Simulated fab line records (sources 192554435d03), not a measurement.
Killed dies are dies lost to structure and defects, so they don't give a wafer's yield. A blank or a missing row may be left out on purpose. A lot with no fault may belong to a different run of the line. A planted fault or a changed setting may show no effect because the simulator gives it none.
fab line records	flow n5Finfet
record lots=4	wafers=12	lastDay=16
route steps=1938 shown BEOL_M13@1687 BEOL_M14@1716 PASSIVATION@1936
lots with no fault: from the same line, run without faults
startH: hours from the record's first day to the start of the lot's first wafer shown	waitH: hours from the lot's prior step to this one	" unchanged from the row above	L1.1+2: several wafers, shown together as one row	- value missing, or start not given	* or withheld: withheld	< > ~ a bound
route shown NAME@n: names a module that has steps shown in the file, with the first one's number in the route	usual: mean/standard deviation taken from wafers without a fault	same: alike in all rows	chamber/n: place in a boat	sites: per-site readings	_std_site: standard deviation of those values	_edge_site: the outer-site mean with the inner-site mean subtracted	radiusMm: for every site, how far away it sits from the centre of the wafer	mask NAME#n: copy n	behind: the tool/chamber that last shaped the wafer	hold: cause of the lot's hold/its duration in hours/its outcome	device: transistor that didn't switch, given as n, p or np	end of line: tests run on the same wafers once the route is complete	a step with no rows: only its recipe	killed: dies that structure and defects cost at the first sort, which is not the same as the wafer's yield	map: the dies of a wafer, with x for killed, . for not killed, _ for no die there
set.NAME: the setting as run; set.NAME@STEP: as run at that earlier step	model.NAME: the simulator's own value behind a step, which no gauge read
lots seen at some steps along the route; tables by step, rows by wafer
services: from which hour (startH, from the record's first day; less than 0 if before it) a tool's chamber was out of use, for how many hours, and why
## steps
# step N5_BEOL_M13_DEVELOP_27
# recipe developTimeS=45	rinseLiquid=diw	dry=airSpin	devTempC=21
# step N5_BEOL_M13_HARDBAKE_32
# recipe tempC=130	timeS=120
# step N5_BEOL_M13_DESCUM_33
# recipe chemistry=O2	timeS=7.9	sourcePowerW=50	biasPowerW=20	pressureMtorr=20	rfFrequencyHz=2.712e+07	tempC=40	o2FlowSccm=225
# step N5_BEOL_M13_ETCH_67
# recipe chemistry=CF4	target=SiARC	targetDepthA=1430	timeS=238.3	ionEnergyEv=80	pressureMtorr=40	sourceW=545	biasW=36	Ar_flow_sccm=100	cf4FlowSccm=100	ends=cleared
# step N5_BEOL_M13_ETCH_68
# recipe chemistry=N2/H2	target=SOC	maskMaterial=SiARC	sourceW=3000	biasW=350	tempC=40	timeS=355	ionEnergyEv=200	pressureMtorr=30	n2FlowSccm=200	h2FlowSccm=200
# step N5_BEOL_M13_STRIP_69
# recipe chemistry=N2/H2	tempC=40	n2FlowSccm=200	h2FlowSccm=200	rfFrequencyHz=6e+07
# step N5_BEOL_M13_TRENCH_ETCH_34
# recipe chemistry=C4F8/O2/Ar	target=SiOC	targetDepthA=4134.7	maskMaterial=SOC	pressureMtorr=30	sourceW=3000	biasW=700	Ar_flow_sccm=400	C4F8_flow_sccm=15	O2_flow_sccm=8	heInnerTorr=15	heOuterTorr=30	timeS=162.6	ionEnergyEv=250
# step N5_BEOL_M13_STRIP_70
# recipe chemistry=C4F8/O2/Ar	resist=SiARC	rfFrequencyHz=6e+07
# step N5_BEOL_M13_STRIP_37
# recipe chemistry=N2/H2	powerW=1000	tempC=250	h2Frac=0.65	overashFraction=0.3	pressureMtorr=withheld	n2FlowSccm=1750	h2FlowSccm=3250
# usual drypumpMotorCurrentA=5.5/0.45	heaterPowerW=338/25	oesProductAu=0.785/0.011
lot.wafer	tool	chamber	startH	waitH	drypumpMotorCurrentA	heaterPowerW	oesProductAu	rfHoursCounterH
L246.1	plasmaAsher-02	1	326.80	0.0	5.5	345	0.797	144
L246.2	"	0	"	"	4.9	338	0.791	144
L246.3	"	0	"	"	4.9	325	0.767	-
L249.1	plasmaAsher-02	1	333.75	0.0	5.5	349	0.783	144
L249.3	"	0	"	"	4.9	330	0.785	-
L249.4	"	1	"	"	5.5	341	0.792	-
L248.1	plasmaAsher-01	0	345.98	0.1	6.1	301	0.766	85
L248.4	"	0	"	"	6.1	312	0.775	-
L248.6	"	0	"	"	6.1	306	0.765	-
L251.1	plasmaAsher-02	1	359.37	0.0	5.4	339	0.791	150
L251.4	"	0	"	"	4.9	322	0.766	-
L251.5	"	0	"	"	4.9	327	0.807	-
# step N5_BEOL_M13_ETCH_38
# recipe chemistry=CF4/N2	target=SiCN	targetDepthA=675	taperDeg=2	timeS=71.9	ionEnergyEv=150	maskMaterial=SiO2	pressureMtorr=40	sourceW=430	biasW=70	Ar_flow_sccm=100	cf4FlowSccm=60	n2FlowSccm=60
# step N5_BEOL_M13_PRECLEAN_39
# recipe chemistry=residueRemover	timeS=60	tempC=40
# step N5_BEOL_M13_SRD_40
# recipe timeS=30	tempC=23	rinseLiquid=diw	dry=n2Spin	spinRpm=1500	dryTimeS=30
# step N5_BEOL_M13_DEGAS_41
# recipe ambient=vacuum	tempC=250	timeS=60
# step N5_BEOL_M13_PRE_CLEAN_42
# recipe gas=H2/He	timeS=30	tempC=250
# step N5_BEOL_M13_SPUTTER_43
# recipe material=TaN	targetThkA=150	tempC=50	biasV=168.6	powerW=15000	chamberPressurePa=0.12	timeS=24.19
# step N5_BEOL_M13_SPUTTER_44
# recipe material=Ta	targetThkA=100	tempC=50	biasV=80	powerW=15000	chamberPressurePa=0.07	timeS=16.13
# step N5_BEOL_M13_SPUTTER_45
# recipe material=Cu	targetThkA=800	tempC=-20	biasV=60	powerW=26000	chamberPressurePa=0.13	timeS=13.33
# step N5_BEOL_M13_ECD_47
# recipe material=Cu	targetThkA=9360
# step N5_BEOL_M13_ANNEAL_48
# recipe tempC=225	timeS=90	ambient=N2
# step N5_BEOL_M13_CMP_49
# recipe stopOn=SiOC	tOverpolishS=17.1	downForcePsi=1	platenRpm=50	clearingPlatenDownForcePsi=1.5	clearingPlatenRpm=50	postCmpClean=cuAlkaline	targetThkNm=420	clearingPlatenPadVelocityMS=0.99484	padVelocityMS=0.99484
# step N5_BEOL_M13_PRE_CLEAN_52
# recipe gas=NH3	timeS=15	tempC=withheld	rfPowerW=300
# step N5_BEOL_M13_DEP_53
# recipe material=SiCN	targetThkA=500	tempC=withheld	precursor=3MS/NH3	pressureTorr=3	rfW=675	timeS=17.8
# step N5_BEOL_M14_ILD_DEP_00
# recipe material=SiO2	targetThkA=11193	tempC=400	precursor=TEOS/O2	pressureTorr=6.5	rfW=900	teosFlowSccm=161.4	gas=O2	flowSccm=2650	timeS=237.4
# step N5_BEOL_M14_COAT_58
# recipe resist=BARC	tempC=205	timeS=60	spinRpm=1500	resistThkNm=89
# step N5_BEOL_M14_COAT_04
# recipe spinRpm=1704	resistThkNm=800
# step N5_BEOL_M14_EBR_06
# recipe solvent=PGMEA	ebrWidthMm=1.5
# step N5_BEOL_M14_SOFTBAKE_05
# recipe tempC=130	timeS=60
# step N5_BEOL_M14_EXPOSE_07
# recipe maskId=V13	na=0.8	sourceShape=annular	sigmaInner=0.5	sigmaOuter=0.8	polarization=unpolarized	attpsmPhaseDeg=180	doseMj=57
# step N5_BEOL_M14_PEB_08
# recipe pebTempC=130	pebTimeS=90
# step N5_BEOL_M14_DEVELOP_09
# recipe developTimeS=45	rinseLiquid=diw	dry=airSpin	devTempC=21
# step N5_BEOL_M14_HARDBAKE_14
# recipe tempC=130	timeS=120
# step N5_PASSIVATION_PROBE_49
# usual defectLimitedYield=91.3/1.4	killed_at_M0_to_M3=32/9.5	killed_at_M4_up=14/5.2	killedAtContacts=13/5.7	killedAtFrontEnd=41/12	killedAtOther=3.5/2.6	killedDies=103/17	killedOpen=68/14	killedShort=32/7	sort_bin_5_function=5.0/0.91	sort_bin_6_memory=3.3/0.7	sort_bin_8_speed=0.03/0.22	sortNPass=1076/17	sortYieldPct=91.2/1.4
# same grossDies=1180	killedAtBackSide=0	sort_bin_4_leakage[%]=0
lot.wafer	tool	chamber	startH	waitH	defectLimitedYield[%]	killed_at_M0_to_M3	killed_at_M4_up	killedAtContacts	killedAtFrontEnd	killedAtOther	killedDies	killedOpen	killedShort	sort_bin_5_function[%]	sort_bin_6_memory[%]	sort_bin_8_speed[%]	sortNPass	sortYieldPct[%]
L249.1	prober-02	-	364.73	0.0	82.5	34	131	18	22	2	207	51	33	10.3	4.3	0	973	82.5
L249.3	prober-02	-	364.83	0.1	81.3	44	134	11	30	2	221	65	29	12.0	4.2	0	959	81.3
L249.4	prober-02	-	364.88	0.2	80.3	36	154	11	29	3	233	63	25	12.8	3.8	0	947	80.3
L251.1	prober-01	-	389.90	0.0	80.5	40	145	10	30	5	230	62	26	12.3	4.7	0	950	80.5
L251.4	prober-01	-	390.05	0.2	80.0	30	152	15	34	5	236	74	32	12.0	4.8	0	944	80.0
L251.5	prober-01	-	390.10	0.2	80.6	31	141	8	40	9	229	52	32	11.1	4.7	0	951	80.6
# killed by level:class
L249.1 BEOL_M13:unspecified=122 BEOL_M0_SAQP:geometricParticle:short=12 MOL_CONTACT_COAG:geometricParticle:open=12 BEOL_M0_SAQP:geometricParticle:open=10 MOL_CONTACT_COAG:geometricParticle:short=6 BEOL_M5:geometricParticle:open=4 FIN_SAQP:geometricParticle:open=3 FIN_CUT:geometricParticle:short=3
L249.3 BEOL_M13:unspecified=126 BEOL_M0_SAQP:geometricParticle:open=19 STI_FIN_REVEAL:geometricParticle:open=12 MOL_CONTACT_COAG:geometricParticle:open=11 BEOL_M0_SAQP:geometricParticle:short=10 BEOL_M2:geometricParticle:open=6 FIN_SAQP:geometricParticle:short=3 DUMMY_GATE:geometricParticle:open=3
L249.4 BEOL_M13:unspecified=135 MOL_CONTACT_COAG:geometricParticle:open=10 BEOL_M4:geometricParticle:open=9 BEOL_M0_SAQP:geometricParticle:open=8 BEOL_M1:geometricParticle:open=8 HKMG_FIN:areaEtch=8 BEOL_M0_SAQP:geometricParticle:short=7 BEOL_M2:geometricParticle:open=6
L251.1 BEOL_M13:unspecified=139 BEOL_M2:geometricParticle:open=14 BEOL_M0_SAQP:geometricParticle:open=12 FIN_SAQP:geometricParticle:open=9 MOL_CONTACT_COAG:geometricParticle:open=8 BEOL_M0_SAQP:geometricParticle:short=5 FIN_SAQP:geometricParticle:short=4 STI_FIN_REVEAL:geometricParticle:open=4
L251.4 BEOL_M13:unspecified=128 MOL_CONTACT_COAG:geometricParticle:open=13 BEOL_M2:geometricParticle:open=13 FIN_SAQP:geometricParticle:short=9 BEOL_M4:geometricParticle:open=8 BEOL_M0_SAQP:geometricParticle:short=7 FIN_SAQP:geometricParticle:open=5 BEOL_M5:geometricParticle:open=5
L251.5 BEOL_M13:unspecified=133 HKMG_FIN:areaEtch=12 MOL_CONTACT_COAG:geometricParticle:open=7 BEOL_M2:geometricParticle:open=7 FIN_SAQP:geometricParticle:short=6 BEOL_M0_SAQP:geometricParticle:open=6 BEOL_M3:geometricParticle:short=6 BEOL_M0_SAQP:geometricParticle:short=5
# map L249.4 (x killed, . not)
_________________........x.x.________________
______________...............x.._____________
___________......x......x.........x__________
__________....x....................._________
________....x......x.................._______
_______......x.x..x....................______
______x.................x..............._____
_____.x........x......................x..____
____....x....x.............x......x.......___
___......................x.................__
___......x....................x.....x...x.x__
__...x......x....x....x.....x..............._
__.x......x...x................x............_
_x.................................x.........
_.......x.xxxx..x................x..xx.......
_.....x.............x...x.xxxx.xxxx.xx.......
_......x.....x...x..........xxxxxxxx..x......
_...................x.x..xxxxxxxxxxxx........
_xx..x.x.....xxx.......x.xxxxxxxxx.xxx.......
_.....x..................xxxxxxxxxxxxxx.x..x.
_.....x................x.xxxxxxxxxxxxx.......
__.......................xxxxxxxxxxxxx......_
__.........x.x....x.....xxxxxxxxxxxxxx......_
___....x..............x..xxxxxxxxxxxx.xx...__
___x........x.............xxxxxxxxx...x....__
____....x...........x......xx.xxxx.x.x....___
_____......x.......x..x.......xx.x.......____
______........x.........x......x...x...._____
_______.....xx......x.....x............______
________.x..........x....x............_______
__________................x.....x..._________
___________....................x...__________
______________.x...x...x........_____________
_________________...x...xx..x________________
# map L251.4 (x killed, . not)
_________________.....x......________________
______________.......x.x........_____________
___________.................x......__________
__________x.........x.....x.....x..._________
________........x...............x....._______
_______x....x.x........................______
______..x..........................x.x.._____
_____...........x...x..................xx____
____.......x.................x..x.........___
___........x.xx...x.x..x...x..........x....__
___x...xx.x.xxxxxxx.x..........x...........__
__......xxxxxxxxxxx..x..x....x.........x...._
__...x..x.xxxxxxxxxxxx.......x.x..x........._
_x....xx.xxxxxxxxxxxx...x................x...
_x....xxxxxxxxxxxxxxx...................x....
_x..x..xxxxxxxxxxxxxxx.............x......x..
_.....xxxxxxxxxxxxxx.x.....x........x..x.x...
_.......xxxxxxxxxxxx.........................
_........xxxxxxxxxxx.........................
_xx...x...xxxxxxxxx........x.........x.......
_............x.xx.x..x...................x...
__.........x...x........x.x................._
__.............x....................x.x.x..._
___x......x..x...x..........x.x..x...xx....__
___........x..x................x..........x__
____..............x......x................___
_____.........x........x.....x.........x.____
______.......x....x.............x......._____
_______.xx.........................xx..______
________........................x.x..._______
__________................xx......x._________
___________...x....................__________
______________....x.x..xx....x.._____________
_________________............________________
## services
tool	chamber	startH	hours	kind
plasmaAsher-01	-	315.17	8.9	repair
plasmaAsher-02	-	345.19	2.6	repair
## key
firstSign step=N5_PASSIVATION_PROBE_49	reading=killed_at_M4_up	direction=up	sigmas=25	usual=14	struck=143
effect step=N5_PASSIVATION_PROBE_49	reading=defectLimitedYield	direction=down	sigmas=7.3	usual=91.3	struck=80.8
moreKillsBornAt N5_BEOL_M13_STRIP_37@plasmaAsher-02=783
metAt N5_BEOL_M13_STRIP_37
struckWafers L249.1,L249.3,L249.4,L251.1,L251.4,L251.5
baselineLoss step=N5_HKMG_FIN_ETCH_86	wafers=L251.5
onsetBetween 326.80 333.75
fault kind=chamberParticleSource	tool=plasmaAsher-02	chamber=-	onsetH=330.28	steps=N5_BEOL_M13_STRIP_37	ratePerVisitCm2=0.97462	endH=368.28
# baselineLoss: these wafers lose ten dies or more at that step, a loss of the line's own and not of a fault; the sort's usual values leave them out
